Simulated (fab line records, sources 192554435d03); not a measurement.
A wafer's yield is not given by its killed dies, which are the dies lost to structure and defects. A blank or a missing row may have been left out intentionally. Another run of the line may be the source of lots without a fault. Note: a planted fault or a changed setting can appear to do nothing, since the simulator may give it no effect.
Comparing a struck lot with a sound one -- flow n5Finfet -- 14 out of 1938 route steps
Sound: wafers L627.1, L627.3, L627.6. Wafers struck: L632.2, L632.3, L632.5. At the end, the cause is stated.
For every step that has rows: the tool of each side, followed by ch and its chambers, followed by its first start. Under that, the readings that differ: sound wafers -- struck wafers -- difference of the means -- sigmas: that difference in standard deviations of wafers without a fault.
alike: readings with means less than 2 such deviations apart, plus words and numbers identical on both sides. not compared: withheld readings, readings lacking a value on some wafer, bounds such as >300 that could conceal the same value, and numbers that have no deviation in the record and whose values overlap.
A row with sigmas, a row that says differs or no value, or rows on one side alone: a step with any of these is where the two part. Numbers that don't overlap but have no deviation are shown without sigmas and don't part them. Lack of a reading on every wafer of one side parts them only where that side has two or more wafers.

N5_ZERO_LAYER_PECVD_02: deposits SiO2 from SiH4/N2O, target thk 10 nm, time 6 s.
  sound on pecvd-04 ch 0,1, day 5 12:17; struck on pecvd-01 ch 1, day 6 18:17
  alike: heaterPowerW, showerheadPlenumPTorr, showerheadVppV
then, 8 steps without rows for these wafers: N5_ZERO_LAYER_HMDS_04 (time 60 s); N5_ZERO_LAYER_COAT_05 (resist thk 1000 nm); N5_ZERO_LAYER_EBR_07; N5_ZERO_LAYER_SOFTBAKE_06 (time 90 s); N5_ZERO_LAYER_EXPOSE_08 (exposes mask ZERO, defocus 0 nm, target cd 2000 nm); N5_ZERO_LAYER_PEB_09; N5_ZERO_LAYER_DEVELOP_10 (develop time 60 s); N5_ZERO_LAYER_HARDBAKE_23 (time 120 s).
N5_ZERO_LAYER_CD_MEAS_11: target cd 2000 nm.
  sound on cdSem-01 ch 0, day 5 12:46; struck on cdSem-01 ch 0, day 6 18:48
  alike: cdNm
N5_ZERO_LAYER_DESCUM_16: chemistry O2, time 7.9 s.
  sound on rieDiel-06 ch 1,2,3, day 5 12:49; struck on rieDiel-03 ch 0,1,3, day 6 18:50
  alike: drypumpMotorCurrentA, oesProductAu, rfVppV, showerheadPlenumPTorr, throttleValvePct
  not compared: rfHoursCounterH
N5_ZERO_LAYER_ETCH_17: etches SiO2 in CF4, target depth 12 nm, time 13.3 s.
  sound on rieDiel-06 ch 1,2,3, day 5 12:50; struck on rieDiel-03 ch 0,1,3, day 6 18:52
  alike: biasW, drypumpMotorCurrentA, oesProductAu, rfVppV, showerheadPlenumPTorr, throttleValvePct
  not compared: rfHoursCounterH
N5_ZERO_LAYER_ETCH_18: etches Si in HBr/Cl2, target depth 120 nm, time 40 s.
  sound on rieSi-02 ch 0,2,3, day 5 12:55; struck on rieSi-02 ch 2,3, day 6 18:56
reading,sound,struck,difference,sigmas
biasW (W),75.13 74.84 75.08,52.94 52.98 53.39,-21.91,-99 or more
model.ZERO_LAYER.featureDepthNm (nm),120.6 118.7 120.8,108.1 108.5 109.5,-11.3,
model.etch.depthNm (nm),120.6 118.7 120.8,108.1 108.5 109.5,-11.3,
  alike: drypumpMotorCurrentA, oesProductAu, throttleValvePct
  not compared: rfHoursCounterH
N5_ZERO_LAYER_STRIP_24: strips in O2.
  sound on plasmaAsher-02 ch 0,1, day 5 13:01; struck on plasmaAsher-02 ch 0,1, day 6 19:03
reading,sound,struck,difference,sigmas
stripTimeToEndpointS (s),43.81 43.83 43.78,44.11 44.12 43.99,+0.27,+3
  alike: drypumpMotorCurrentA, heaterPowerW, oesProductAu
  not compared: rfHoursCounterH

== WHERE THEY PART ==
Last at N5_ZERO_LAYER_STRIP_24 as far as this record goes, first at N5_ZERO_LAYER_ETCH_18.

WHY: the cause the simulator had injected
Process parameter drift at N5_ZERO_LAYER_ETCH_18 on rieSi-02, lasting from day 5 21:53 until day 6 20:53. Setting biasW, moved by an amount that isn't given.
